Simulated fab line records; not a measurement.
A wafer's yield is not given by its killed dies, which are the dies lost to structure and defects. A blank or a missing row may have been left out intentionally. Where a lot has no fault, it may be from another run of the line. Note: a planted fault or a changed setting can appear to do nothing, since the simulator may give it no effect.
fab line records ; flow nand-harc
record: lots: 5; wafers: 15; last-day: 24
route steps=1159 shown P_M2@331 P_BONDPAD@351 END@1159
lots that met no fault: taken from a fault-free run of the same line
start-h: the number of hours between the record's first day and the start of the first shown wafer of the lot ; wait-h: time in hours since the lot's previous step ; " the same as in the row above ; L1.1+2: several wafers, shown together as one row ; - value missing, or start not given ; * or withheld: withheld ; < > ~ a bound
route shown NAME@n: NAME is a module with steps in the file, n the number in the route of the first one ; usual: average and standard deviation across the fault-free wafers ; same: alike in all rows ; chamber/n: place in a boat ; sites: readings site by site ; _std_site: the values' standard deviation ; _edge_site: inner sites' mean taken away from outer sites' mean ; radius-mm: for every site, how far away it sits from the centre of the wafer ; mask NAME#n: copy n ; behind: the tool/chamber that last shaped the wafer ; hold: cause of the lot's hold/its duration in hours/its outcome ; device: the n, p or np transistor that did not switch ; end of line: tests of these same wafers at the route's end ; a step given without rows: its recipe and nothing more ; killed: at the first sort, the dies lost to defects and structure; wafer yield is something else ; map: a wafer's dies, marking killed ones x, the rest . and places with no die _
set.NAME: the setting that was run; set.NAME@STEP: the one run at that earlier step ; model.NAME: the simulator's own value behind a step, which no gauge read
lots at some steps of the route; a table a step, a row a wafer
services: a tool's chamber out of use, with start hour (start-h, from the record's first day; less than 0 if before it), hours out, and reason
== steps ==
step: NHARC_P_M2_DESCUM_14
recipe: time-s: 3; o2-flow-sccm: 200; ar-flow-sccm: 0; bias-power-w: 0; chemistry: O2
step: NHARC_P_M2_ETCH_35
recipe: target-depth-a: 400; overetch-a: 120; time-s: 43.94; ion-energy-ev: 200; n2-flow-sccm: 150; h2-flow-sccm: 150; ar-flow-sccm: 0; rf-w: 400; bias-w: 150; chemistry: N2/H2
step: NHARC_P_M2_ETCH_15
recipe: target-depth-a: 1825; time-s: 91.2; c4f8-flow-sccm: withheld; ar-flow-sccm: 400; rf-w: 600; bias-w: 300; chemistry: C4F8/Ar
step: NHARC_P_M2_STRIP_18
recipe: power-w: 1000; n2-flow-sccm: 150; h2-flow-sccm: 150; ar-flow-sccm: 0; bias-w: 0; chemistry: N2/H2
step: NHARC_P_M2_ETCH_28
recipe: target-depth-a: 300; over-etch-frac: 0.3; time-s: 72.99; ion-energy-ev: 150; cf4-flow-sccm: 50; n2-flow-sccm: 100; ar-flow-sccm: 150; rf-w: 300; bias-w: 100; chemistry: CF4/N2
step: NHARC_P_M2_STRIP_19
recipe: time-s: 600; temp-c: 30; chemistry: post-etch-residue-remover
step: NHARC_P_M2_DEGAS_29
recipe: temp-c: 250; time-s: 60
step: NHARC_P_M2_PRE_CLEAN_30
recipe: time-s: 30; temp-c: 280; gas: H2/He
step: NHARC_P_M2_PVD_20
recipe: target-thk-a: 50; bias-v: 168.6; power-w: 15000; chamber-pressure-pa: 0.12; time-s: 8.06; substrate-temp-c: 50; material: TaN
step: NHARC_P_M2_PVD_21
recipe: target-thk-a: 300; chamber-pressure-pa: 5; power-w: 5000; substrate-temp-c: 30; time-s: 20.49; material: Cu
step: NHARC_P_M2_ECD_22
recipe: target-thk-a: 4000; bath-temp-c: 25; material: Cu
usual: bath-heat-duty-pct: 6.2/0.88
lot.wafer;tool;chamber;start-h;wait-h;bath-heat-duty-pct
L110.3;ecd-cu-01;0;146.99;-;5.7
L110.6;ecd-cu-01;0;146.99;-;5.9
L110.5;ecd-cu-01;1;146.99;-;6.5
L116.3;ecd-cu-01;0;178.40;-;5.3
L116.4;ecd-cu-01;1;178.40;-;6.3
L116.6;ecd-cu-01;0;178.40;-;6.2
L115.3;ecd-cu-01;1;178.70;-;7.6
L115.5;ecd-cu-01;1;178.70;-;7.6
L115.6;ecd-cu-01;0;178.70;-;5.5
L117.2;ecd-cu-01;1;184.05;-;7.3
L117.1;ecd-cu-01;0;184.05;-;4.9
L117.6;ecd-cu-01;0;184.05;-;5.0
L127.1;ecd-cu-02;0;246.29;-;5.4
L127.3;ecd-cu-02;1;246.29;-;7.7
L127.5;ecd-cu-02;0;246.29;-;5.5
step: NHARC_P_M2_ANNEAL_31
recipe: temp-c: 225; time-s: 90
step: NHARC_P_M2_CMP_23
recipe: t-overpolish-s: 20; target-thk-nm: 144.3
step: NHARC_P_M2_SRD_25
step: NHARC_P_M2_PRE_CLEAN_32
recipe: time-s: 12; temp-c: 370; rf-power-w: 300; gas: NH3
step: NHARC_P_M2_DEP_33
recipe: target-thk-a: 300; temp-c: 370; target-thk-nm: 30; pressure-torr: 3; flow-sccm: 200; rf-w: 450; material: SiCN
step: NHARC_P_BONDPAD_DEP_00
recipe: target-thk-a: 2500; temp-c: 370; target-thk-nm: 250; pressure-torr: 3; flow-sccm: 200; rf-w: 450; material: SiCN
step: NHARC_P_BONDPAD_CMP_32
recipe: target-thk-nm: 200; material: SiCN
step: NHARC_P_BONDPAD_SRD_34
step: NHARC_P_BONDPAD_DEHYDRATE_01
recipe: temp-c: 150; time-s: 120
step: NHARC_P_BONDPAD_HMDS_02
recipe: time-s: 30
step: NHARC_P_BONDPAD_COAT_36
recipe: temp-c: 200; time-s: 65
step: NHARC_P_BONDPAD_COAT_03
recipe: spin-rpm: 2000; resist-thk-nm: 600
step: NHARC_P_BONDPAD_SOFTBAKE_04
recipe: temp-c: 125; time-s: 70
step: NHARC_P_BONDPAD_EBR_05
step: NHARC_P_BONDPAD_EXPOSE_06
recipe: na: 0.55; dose-mj: 37.06; mask-id: P_BPAD
step: NHARC_P_BONDPAD_PEB_07
recipe: peb-temp-c: 128; peb-time-s: 80
step: NHARC_P_BONDPAD_DEVELOP_08
recipe: time-s: 50; dev-temp-c: 22
step: NHARC_P_BONDPAD_HARDBAKE_10
recipe: temp-c: 118; time-s: 65
step: NHARC_P_BONDPAD_DESCUM_11
recipe: time-s: 3; o2-flow-sccm: 200; ar-flow-sccm: 0; bias-power-w: 0; chemistry: O2
step: NHARC_P_BONDPAD_ETCH_37
recipe: target-depth-a: 600; overetch-a: 180; time-s: 65.91; ion-energy-ev: 200; n2-flow-sccm: 150; h2-flow-sccm: 150; ar-flow-sccm: 0; rf-w: 400; bias-w: 150; chemistry: N2/H2
step: NHARC_P_BONDPAD_ETCH_12
recipe: target-depth-a: 2000; time-s: 100; chf3-flow-sccm: 50; o2-flow-sccm: 10; ar-flow-sccm: 200; rf-w: 500; bias-w: 200; chemistry: CHF3/O2
step: NHARC_P_BONDPAD_STRIP_15
recipe: o2-flow-sccm: 500; ar-flow-sccm: 0; bias-w: 0; chemistry: O2
step: NHARC_END_SORT_01
recipe: temp-c: 25
usual: defect-limited-yield: 95.4/1.7; killed-at-array: 27/11; killed-at-other: 0.6/0.89; killed-at-periphery: 3.0/2.4; killed-dies: 31/12; killed-open: 3.2/1.6; killed-short: 2.0/1.5; sort_bin_2_pct: 1.5/0.69; sort_bin_3_pct: 0.23/0.22; sort_bin_4_pct: 2.9/1.1; sort-n-pass: 646/12; sort-rim-yield-pct: 94/3.3; sort-yield-pct: 95.4/1.7
same: gross-dies: 677; sort_bin_5_pct[%]: 0; sort_bin_6_pct[%]: 0; sort_bin_7_pct[%]: 0; sort_bin_8_pct[%]: 0; sort-rim-n-gross: 106.00
lot.wafer;tool;chamber;start-h;wait-h;defect-limited-yield[%];killed-at-array;killed-at-other;killed-at-periphery;killed-dies;killed-open;killed-short;sort_bin_2_pct[%];sort_bin_3_pct[%];sort_bin_4_pct[%];sort-n-pass;sort-rim-yield-pct[%];sort-yield-pct[%]
L115.3;prober-01;0;491.53;3.1;66.9;17;0;207;224;5;0;10.5;2.07;20.5;453;75;66.9
L115.5;prober-01;0;493.11;3.7;67.4;20;0;201;221;2;2;11.2;0.89;20.5;456;62;67.4
L115.6;prober-01;0;493.90;3.9;67.2;10;0;212;222;4;3;10.3;1.62;20.8;455;66;67.2
L117.1;prober-01;0;498.87;2.5;67.1;22;0;201;223;0;3;11.1;3.84;18.0;454;68;67.1
L117.2;prober-01;0;499.67;2.8;65.0;25;0;212;237;4;1;10.2;2.81;22.0;440;63;65.0
L117.6;prober-01;0;502.91;4.0;66.3;20;0;208;228;2;2;10.6;3.10;19.9;449;73;66.3
L116.3;prober-02;0;500.37;3.1;61.2;36;0;227;263;5;1;12.0;2.36;24.5;414;61;61.2
L116.4;prober-02;0;501.17;3.4;66.6;28;0;198;226;1;5;10.0;2.22;21.1;451;63;66.6
L116.6;prober-02;0;502.77;4.0;62.8;30;2;220;252;2;2;13.7;1.62;21.9;425;61;62.8
L127.1;prober-02;0;575.73;2.5;92.6;50;0;0;50;2;1;3.8;0.44;3.1;627;91;92.6
L127.3;prober-02;0;577.33;3.1;93.8;42;0;0;42;0;0;1.6;0.15;4.4;635;96;93.8
L127.5;prober-02;0;578.92;3.7;94.2;33;0;6;39;1;2;1.5;0.44;3.8;638;92;94.2
killed by level:class
L115.3 P_M2:unspecified=206 A_CHANNEL_HOLE_D1:chamber-film-flake=4 A_CONTACT:chamber-film-flake=4 A_CONTACT:geometric-particle:open=3 A_STAIRCASE:chamber-film-flake=3 A_ONON_D1:geometric-particle:open=1 A_BLC:geometric-particle:open=1 P_ZERO_WELL:chamber-film-flake=1
L115.5 P_M2:unspecified=200 A_WL_FILL:chamber-film-flake=8 A_CHANNEL_HOLE_D1:chamber-film-flake=4 A_STAIRCASE:chamber-film-flake=2 A_ONON_D1:geometric-particle:short=1 A_CHANNEL_FILL_D1:geometric-particle:open=1 A_CHANNEL_FILL_D1:geometric-particle:short=1 A_CONTACT:geometric-particle:open=1
L115.6 P_M2:unspecified=210 A_STAIRCASE:chamber-film-flake=4 A_M0:geometric-particle:open=2 P_CONTACT:geometric-particle:short=1 P_M0:geometric-particle:open=1 A_CHANNEL_HOLE_D1:geometric-particle:open=1 A_WL_FILL:geometric-particle:short=1 A_CONTACT:geometric-particle:short=1
L117.1 P_M2:unspecified=199 A_CHANNEL_HOLE_D1:chamber-film-flake=12 A_SGD_CUT:chamber-film-flake=4 A_STAIRCASE:chamber-film-flake=3 A_ONON_D1:geometric-particle:short=1 A_CHANNEL_FILL_D1:geometric-particle:short=1 A_M0:geometric-particle:short=1 P_STI:chamber-film-flake=1
L117.2 P_M2:unspecified=207 A_CHANNEL_HOLE_D1:chamber-film-flake=16 A_SGD_CUT:chamber-film-flake=4 P_GATE:geometric-particle:open=2 A_SGD_CUT:geometric-particle:short=1 A_WL_FILL:geometric-particle:open=1 A_CONTACT:geometric-particle:open=1 P_STI:chamber-film-flake=1
L116.3 P_M2:unspecified=226 A_CHANNEL_HOLE_D1:chamber-film-flake=13 A_SLIT:chamber-film-flake=13 A_CONTACT:chamber-film-flake=3 P_CONTACT:geometric-particle:open=1 A_ONON_D1:geometric-particle:open=1 A_SGD_CUT:geometric-particle:short=1 A_CONTACT:geometric-particle:open=1
L116.4 P_M2:unspecified=196 A_SLIT:chamber-film-flake=11 A_CHANNEL_HOLE_D1:chamber-film-flake=9 A_SOURCE_PLATE:geometric-particle:short=2 A_STAIRCASE:chamber-film-flake=2 P_M0:geometric-particle:short=1 A_SOURCE_PLATE:geometric-particle:open=1 A_WL_FILL:geometric-particle:short=1
L116.6 P_M2:unspecified=218 A_CHANNEL_HOLE_D1:chamber-film-flake=11 A_SLIT:chamber-film-flake=10 A_ZERO_WELL:chamber-film-flake=3 P_GATE:chamber-film-flake=2 A_STAIRCASE:chamber-film-flake=2 A_ONON_D1:geometric-particle:open=1 A_WL_FILL:geometric-particle:short=1
L117.6 P_M2:unspecified=207 A_CHANNEL_HOLE_D1:chamber-film-flake=12 A_SGD_CUT:chamber-film-flake=3 A_CHANNEL_FILL_D1:geometric-particle:open=1 A_CHANNEL_FILL_D1:geometric-particle:short=1 A_WL_FILL:geometric-particle:short=1 A_CONTACT:geometric-particle:open=1 P_STI:chamber-film-flake=1
L127.1 A_CHANNEL_HOLE_D1:chamber-film-flake=21 A_SLIT:chamber-film-flake=15 A_CONTACT:chamber-film-flake=6 A_ZERO_WELL:chamber-film-flake=4 A_CHANNEL_FILL_D1:geometric-particle:open=1 A_SGD_CUT:geometric-particle:open=1 A_WL_FILL:geometric-particle:short=1 A_STAIRCASE:chamber-film-flake=1
L127.3 A_CHANNEL_HOLE_D1:chamber-film-flake=24 A_SLIT:chamber-film-flake=11 A_CONTACT:chamber-film-flake=6 A_STAIRCASE:chamber-film-flake=1
L127.5 A_CHANNEL_HOLE_D1:chamber-film-flake=15 A_SLIT:chamber-film-flake=12 A_CONTACT:chamber-film-flake=4 P_ZERO_WELL:chamber-film-flake=2 P_STI:chamber-film-flake=2 P_M0:geometric-particle:open=1 A_CHANNEL_FILL_D1:geometric-particle:short=1 A_CONTACT:geometric-particle:short=1
map L115.3 (x killed, . not)
____________.____________
_________xxx..x._________
_______..........._______
______.........x...______
_____.xx..x.xxx....._____
____x..x...x.x.xx..xx____
____x...x...x..xx.xx.____
___.x...xxxx.x.xxxxx..___
___x.x.x.x...x...x..x.___
__...x.xx.xxx.x.....x..__
__.x.x...........xx....__
_...x...xxx.x.......x..x_
_x..x......x...x.x..x..._
_.x.x.x....xx...x.xx.xx._
_..xxx.x......x..x..x..x_
_...x..xx....x..x.xx...._
.xx......xx.....xx....x..
...xx.xxx.....xxxxx...xx.
.x.x...x......xx....x..x.
....x..x.........xx.x..xx
.xx.x......x.x....x......
_.xx..x..........x..xxx._
_x...xx....x.x...x...x.._
_.xx.xxx.xx.x...x....xx._
_.x.x.x..x..x..x.......x_
_x..x.x....x.x.x.....x.._
__xx...x..xx..xxx....xx__
__.......xx..x.xxxx...x__
___x..x......x.x......___
___xx....x.x....x..xxx___
____.....x.x.x..x....____
____..x.xx....xx...xx____
_____..x...xx.x..x.._____
______......x.x....______
_______x..x...x..._______
_________.x....._________
____________.____________
map L116.3 (x killed, . not)
____________x____________
_________.x..x.._________
_______..xxx.xx..._______
______x.x..x.x...x.______
_____x......xx.xx..._____
____x.x.x......x.x..x____
____xx...x.x..x.x...x____
___.xxx.x...x.....x.x.___
___.x....x.....xx.x...___
__xx.x....x...x..x..xx.__
__x.........xx...x....x__
_..xx.x.x....xx..x..x..._
_xx.x........xx.x.x...x._
_xxxx.xx.xxx..x...x.x.x._
_x...xxx..xx...xxx.x.x.x_
_xx..x...x.x....xxxx.xx._
.xx......xx....x.x...xx..
.xxxx.x...x.....x..x.xxx.
xxx..xxx..x..xxxxx..x....
.xxx...x.x.xx.x.x.x.x...x
.x..xxx.x......xx..x.....
_xxx........x...x.xxx..._
_.x.......x...x.....xx.x_
_xxx....x..x...xxxxx.x.._
_....x...x.x...x.xx....._
_...xxx.xx.xx.xx....x..x_
__xx.x......x.....xxxxx__
__xx.x.x.xx...xx....x..__
___x.x..x..xx......xxx___
___....xx.x.x...xxxx..___
____.xx..x...........____
____.x.xx.xx..x.xx...____
_____x...x.....x..xx_____
______.x....x...xx.______
_______xxxx..x...._______
_________...x..._________
____________x____________
== services ==
tool;chamber;start-h;hours;kind
ecd-cu-02;-;169.64;1.8;repair
ecd-cu-02;-;178.05;0.6;repair
ecd-cu-02;-;180.09;8.0;pm
== key ==
first-sign: step: NHARC_END_SORT_01; reading: killed-at-periphery; direction: up; sigmas: 86; usual: 3.0; struck: 209.6
effect: step: NHARC_END_SORT_01; reading: killed-dies; direction: up; sigmas: 18; usual: 31; struck: 233
more-kills-born-at: NHARC_P_M2_ECD_22@ecd-cu-01: 1869
met-at NHARC_P_M2_ECD_22
struck-wafers L115.3,L115.5,L115.6,L116.3,L116.4,L116.6,L117.1,L117.2,L117.6
fault: kind: chamber-particle-source; tool: ecd-cu-01; chamber: -; onset-h: 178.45; steps: NHARC_P_M2_ECD_22; rate-per-visit-cm2: 0.41271; end-h: 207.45
